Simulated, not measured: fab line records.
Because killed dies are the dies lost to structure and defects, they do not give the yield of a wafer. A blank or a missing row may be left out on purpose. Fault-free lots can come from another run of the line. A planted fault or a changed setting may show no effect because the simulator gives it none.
Chamber matching / flow n5Finfet / N5_HKMG_FIN_ETCH_58 on rieDiel-02 has 4 sister chambers
The step etches SOC in N2/H2, target depth 215.8 nm, time 741 s. 8 wafers are shown with their chamber, then 10 later ones without.

EACH WAFER AND ITS CHAMBER
wafer=L075.4; chamber=3; showerheadPlenumPTorr (Torr)=2.47; drypumpMotorCurrentA (A)=4.7
wafer=L078.2; chamber=3; showerheadPlenumPTorr (Torr)=2.47; drypumpMotorCurrentA (A)=4.8
wafer=L079.5; chamber=1; showerheadPlenumPTorr (Torr)=2.59; drypumpMotorCurrentA (A)=5.6
wafer=L081.2; chamber=0; showerheadPlenumPTorr (Torr)=2.62; drypumpMotorCurrentA (A)=5.8
wafer=L082.4; chamber=1; showerheadPlenumPTorr (Torr)=2.59; drypumpMotorCurrentA (A)=5.6
wafer=L082.6; chamber=2; showerheadPlenumPTorr (Torr)=2.70; drypumpMotorCurrentA (A)=5.8
wafer=L086.1; chamber=2; showerheadPlenumPTorr (Torr)=2.70; drypumpMotorCurrentA (A)=5.8
wafer=L086.3; chamber=0; showerheadPlenumPTorr (Torr)=2.61; drypumpMotorCurrentA (A)=5.9

WAFERS WITHOUT THEIR CHAMBER
wafer=L086.4; showerheadPlenumPTorr (Torr)=2.58; drypumpMotorCurrentA (A)=5.6
wafer=L092.1; showerheadPlenumPTorr (Torr)=2.61; drypumpMotorCurrentA (A)=5.8
wafer=L092.3; showerheadPlenumPTorr (Torr)=2.69; drypumpMotorCurrentA (A)=5.8
wafer=L092.6; showerheadPlenumPTorr (Torr)=2.58; drypumpMotorCurrentA (A)=5.6
wafer=L094.1; showerheadPlenumPTorr (Torr)=2.60; drypumpMotorCurrentA (A)=5.8
wafer=L094.2; showerheadPlenumPTorr (Torr)=2.69; drypumpMotorCurrentA (A)=5.8
wafer=L094.6; showerheadPlenumPTorr (Torr)=2.58; drypumpMotorCurrentA (A)=5.6
wafer=L096.1; showerheadPlenumPTorr (Torr)=2.45; drypumpMotorCurrentA (A)=4.8
wafer=L096.2; showerheadPlenumPTorr (Torr)=2.69; drypumpMotorCurrentA (A)=5.7
wafer=L096.6; showerheadPlenumPTorr (Torr)=2.60; drypumpMotorCurrentA (A)=5.8

EACH ONE'S CHAMBER
wafer=L086.4; from the rows above=1; in truth=1
wafer=L092.1; from the rows above=0; in truth=0
wafer=L092.3; from the rows above=2; in truth=2
wafer=L092.6; from the rows above=1; in truth=1
wafer=L094.1; from the rows above=can't be placed: 0 or 1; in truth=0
wafer=L094.2; from the rows above=2; in truth=2
wafer=L094.6; from the rows above=1; in truth=1
wafer=L096.1; from the rows above=3; in truth=3
wafer=L096.2; from the rows above=2; in truth=2
wafer=L096.6; from the rows above=can't be placed: 0 or 1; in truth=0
Placed correctly: 8 of 10. Not placeable from these rows: 2 (in 2, the candidates include the true chamber). 0 placed wrongly.
How it was worked out, from the rows above alone: a wafer's distance from a chamber is the root of the sum, over the readings, of the square of ((its reading less the chamber's mean) divided by the reading's scatter). The wafer belongs to the nearest chamber; if the next one is less than 2 further off, it can't be placed. Each chamber's mean is taken over the wafers shown for it. The scatter: the root of (the sum of the squares of (reading less its chamber's mean) over the shown wafers, divided by (wafers less chambers)).
